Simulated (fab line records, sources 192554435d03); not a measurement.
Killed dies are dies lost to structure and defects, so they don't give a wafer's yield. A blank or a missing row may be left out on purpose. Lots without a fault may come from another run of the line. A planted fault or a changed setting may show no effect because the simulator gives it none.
Which tool did it? | flow n5_finfet | 9 lots, 26 wafers sampled, at 1 step of a route of 1938

WHAT THE GAUGES READ, wafer by wafer
N5_BEOL_M4_RC_MEAS_101.
lot  | measured     | on        | DIBL_N (mV/V)
L140 | day 8 20:52  | prober-01 | 33.1 34.9 38.3
L142 | day 9 02:56  | prober-02 | 40.5 37.7 38.3
L146 | day 9 16:56  | prober-02 | 39.1 41.6 41.1
L147 | day 9 17:14  | prober-01 | 35.3 32.8 32.1
L148 | day 10 02:48 | prober-01 | 35.0 36.8 34.8
L151 | day 11 02:28 | prober-02 | 35.8 35.8 36.0
L160 | day 12 20:22 | prober-02 | 35.6 35.8 37.1
L161 | day 14 02:22 | prober-02 | 36.5 40.9 36.9
L162 | day 15 04:58 | prober-02 | 34.8 33.9

WHICH TOOL RAN EACH LOT (tool, then ch and the chambers of the sampled wafers, then the start)
The record holds no process step before these readings.

THE ANSWER, worked out from the rows above alone
Rule: what is usual is taken from the lots themselves. Put in order of their means at a reading, lots are off if they are a third of the lots or fewer, leave a main group of 4 or more, and stand apart from it by a gap of 3 or more times the standard deviation of the main group's means; of several such gaps the widest counts. A main group whose means are all the same, to the digits that the tables above print for the reading, isn't used. A lot without any number at a reading at which 4 lots or more have one is off too. The other lots that the step has rows for count as sound.
No lot is off at any reading shown: from this, nothing can be told.

WHAT THE SIMULATOR HAD PUT IN
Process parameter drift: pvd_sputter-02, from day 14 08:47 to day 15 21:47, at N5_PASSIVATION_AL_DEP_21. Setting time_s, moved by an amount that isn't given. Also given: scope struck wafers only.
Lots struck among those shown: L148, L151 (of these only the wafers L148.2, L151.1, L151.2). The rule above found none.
